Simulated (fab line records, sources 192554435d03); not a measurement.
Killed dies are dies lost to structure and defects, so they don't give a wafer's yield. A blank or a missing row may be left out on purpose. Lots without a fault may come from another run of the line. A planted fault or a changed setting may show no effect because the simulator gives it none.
Chamber matching | flow n5_finfet | N5_MOL_CONTACT_COAG_STRIP_72 on rie_diel-03: 4 sister chambers
The step strips in N2/H2. 14 wafers are shown with their chamber, then 7 later ones without.

WAFERS WITH THEIR CHAMBER
wafer  | chamber | drypump_motor_current_A (A) | throttle_valve_pct (%) | oes_product_au (a.u.)
L081.4 | 0       | 5.83                        | 23.17                  | 1.01
L081.5 | 0       | 5.83                        | 23.17                  | 1.00
L081.6 | 1       | 5.85                        | 23.90                  | 0.67
L082.1 | 0       | 5.81                        | 23.13                  | 0.99
L082.2 | 1       | 5.84                        | 23.89                  | 0.69
L082.4 | 2       | 4.92                        | 23.81                  | 0.97
L084.4 | 3       | 5.45                        | 23.66                  | 0.87
L084.5 | 0       | 5.82                        | 23.15                  | 0.97
L084.6 | 1       | 5.84                        | 23.94                  | 0.67
L087.2 | 3       | 5.42                        | 23.67                  | 0.84
L087.3 | 2       | 4.92                        | 23.76                  | 0.94
L087.4 | 1       | 5.84                        | 23.95                  | 0.67
L088.1 | 3       | 5.44                        | 23.66                  | 0.86
L088.3 | 2       | 4.96                        | 23.77                  | 0.94

SIGNATURES (means of the wafers above)
reading                 | chamber 0 | chamber 1 | chamber 2 | chamber 3 | scatter within a chamber
drypump_motor_current_A | 5.8225    | 5.8425    | 4.9333    | 5.4367    | 0.0137
throttle_valve_pct      | 23.1550   | 23.9200   | 23.7800   | 23.6633   | 0.0227
oes_product_au          | 0.9925    | 0.6750    | 0.9500    | 0.8567    | 0.015
Rule: a wafer's distance from a chamber is the root of the sum, over the readings, of the square of ((its reading less the chamber's mean) divided by the reading's scatter). The wafer belongs to the nearest chamber; if the next one is less than 2 further off, it can't be placed. The scatter: the root of (the sum of the squares of (reading less its chamber's mean) over the shown wafers, divided by (wafers less chambers)).

WAFERS WITHOUT THEIR CHAMBER
wafer  | drypump_motor_current_A (A) | throttle_valve_pct (%) | oes_product_au (a.u.)
L088.5 | 4.95                        | 23.76                  | 0.91
L093.1 | 5.84                        | 23.20                  | 0.94
L093.2 | 4.91                        | 23.79                  | 0.92
L093.4 | 5.45                        | 23.69                  | 0.84
L094.2 | 5.83                        | 23.23                  | 0.92
L094.3 | 5.43                        | 23.67                  | 0.83
L094.4 | 5.84                        | 23.18                  | 0.92

WHICH CHAMBER EACH WENT THROUGH
wafer  | from the rows above | in truth
L088.5 | 2                   | 2
L093.1 | 0                   | 0
L093.2 | 2                   | 2
L093.4 | 3                   | 3
L094.2 | 0                   | 0
L094.3 | 3                   | 3
L094.4 | 0                   | 0
Placed correctly: 7 of 7. Can't be placed from these rows: 0. Placed wrongly: 0.
